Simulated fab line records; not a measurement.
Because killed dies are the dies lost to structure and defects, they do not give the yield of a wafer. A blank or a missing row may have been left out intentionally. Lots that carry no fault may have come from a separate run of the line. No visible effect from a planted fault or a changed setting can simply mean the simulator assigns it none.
Check of tool commonality	flow nand harc	11 lots and 33 wafers in the sample

== WHY IT WAS OPENED ==
On 1 of the 11 lots, a flag is raised at NHARC_P_CONTACT_CD_MEAS_12 on the reading cd nm. Wafers without a fault read 90.0 nm, standard deviation 0.61.
Rule: flag the lot when none of its wafers has a number, or when each of its wafers that has one lies beyond 4 standard deviations from that mean. The other lots count as sound.

lot	measured	on	cd nm (nm), wafer by wafer	flag
L911	day 6 05:11	cd sem-03	89.8 90.0 90.9	
L914	day 7 08:45	cd sem-02	89.8 91.0 90.7	
L915	day 8 00:11	cd sem-01	90.6 89.8 90.1	
L917	day 8 14:10	cd sem-03	88.8 89.6 89.5	
L918	day 9 07:50	cd sem-02	89.2 90.4 89.8	
L919	day 9 11:19	cd sem-02	89.6 89.9 89.8	
L921	day 10 12:09	cd sem-01	90.0 89.2 89.6	
L922	day 10 18:03	cd sem-03	97.0 96.8 97.2	FLAGGED
L928	day 13 16:56	cd sem-03	91.0 90.0 89.9	
L932	day 15 02:20	cd sem-03	90.4 90.2 90.1	
L933	day 15 13:47	cd sem-01	89.8 90.5 89.5	
On average the flagged lots' numbers are 97.0 nm, which is +7.0 nm against the usual, or +11 standard deviations.

== LOT BY LOT: THE TOOL USED ==
2 process steps preceding the reading are held in the record, out of 1302 steps in the route. In each cell: the tool, then ch and the chambers that the sampled wafers went through, then the start.
lot	flag	NHARC_P_GATE_DESCUM_61	NHARC_P_CONTACT_EXPOSE_09
L911		rie diel-06 ch 1,2,3, day 5 22:55	arfi scanner-02 ch 0, day 6 05:02
L914		rie diel-03 ch 0,2,3, day 7 02:40	arfi scanner-02 ch 0, day 7 08:37
L915		rie diel-11 ch 1,3, day 7 17:56	arfi scanner-01 ch 0, day 8 00:02
L917		rie diel-11 ch 0,1,2, day 8 07:55	arfi scanner-01 ch 0, day 8 14:01
L918		rie diel-11 ch 1,2,3, day 9 00:51	arfi scanner-02 ch 0, day 9 07:41
L919		rie diel-11 ch 0,1,2, day 9 05:14	arfi scanner-01 ch 0, day 9 11:10
L921		rie diel-03 ch 0,1, day 10 05:59	arfi scanner-02 ch 0, day 10 12:01
L922	FLAGGED	rie diel-11 ch 0,1,2, day 10 12:04	arfi scanner-02 ch 0, day 10 17:55
L928		rie diel-06 ch 0,1,2, day 13 10:38	arfi scanner-01 ch 0, day 13 16:48
L932		rie diel-11 ch 0,2,3, day 14 20:13	arfi scanner-02 ch 0, day 15 02:13
L933		rie diel-11 ch 0,1,3, day 15 07:35	arfi scanner-03 ch 0, day 15 13:40
What the steps here do:
- NHARC_P_GATE_DESCUM_61: chemistry O2, time 3 s.
- NHARC_P_CONTACT_EXPOSE_09: exposes mask P CA, target cd 90 nm.
- NHARC_P_CONTACT_CD_MEAS_12: target cd 90 nm.

== FLAGGED AGAINST TOTAL, ONE TOOL AT A TIME (gauges that did the reading follow at the end) ==
step	tool	lots run	flagged	share of the flagged lots	sound lots run after its first flagged lot
NHARC_P_GATE_DESCUM_61	rie diel-03	2	0	none	-
NHARC_P_GATE_DESCUM_61	rie diel-06	2	0	none	-
NHARC_P_GATE_DESCUM_61	rie diel-11	7	1	all	2 (L932,L933)
NHARC_P_CONTACT_EXPOSE_09	arfi scanner-01	4	0	none	-
NHARC_P_CONTACT_EXPOSE_09	arfi scanner-02	6	1	all	1 (L932)
NHARC_P_CONTACT_EXPOSE_09	arfi scanner-03	1	0	none	-
NHARC_P_CONTACT_CD_MEAS_12	cd sem-01	3	0	none	-
NHARC_P_CONTACT_CD_MEAS_12	cd sem-02	3	0	none	-
NHARC_P_CONTACT_CD_MEAS_12	cd sem-03	5	1	all	2 (L928,L932)

== WHAT IS ALLOWED BY THE TABLE ==
rie diel-11 at NHARC_P_GATE_DESCUM_61, arfi scanner-02 at NHARC_P_CONTACT_EXPOSE_09 and cd sem-03 at NHARC_P_CONTACT_CD_MEAS_12: these 3 rows of the table ran every flagged lot.
- rie diel-11 at NHARC_P_GATE_DESCUM_61: 1 of its 7 lots flagged. Sound lots ran on it after the first flagged one (L932, L933), which a lasting fault on the whole tool wouldn't allow.
- arfi scanner-02 at NHARC_P_CONTACT_EXPOSE_09: 1 of its 6 lots flagged. Sound lots ran on it after the first flagged one (L932), which a lasting fault on the whole tool wouldn't allow.
- cd sem-03 at NHARC_P_CONTACT_CD_MEAS_12: 1 of its 5 lots flagged. Sound lots ran on it after the first flagged one (L928, L932), which a lasting fault on the whole tool wouldn't allow.
None of the table's rows ran every flagged lot and, after the first, no sound lot.

== WHAT HAD BEEN PUT IN BY THE SIMULATOR ==
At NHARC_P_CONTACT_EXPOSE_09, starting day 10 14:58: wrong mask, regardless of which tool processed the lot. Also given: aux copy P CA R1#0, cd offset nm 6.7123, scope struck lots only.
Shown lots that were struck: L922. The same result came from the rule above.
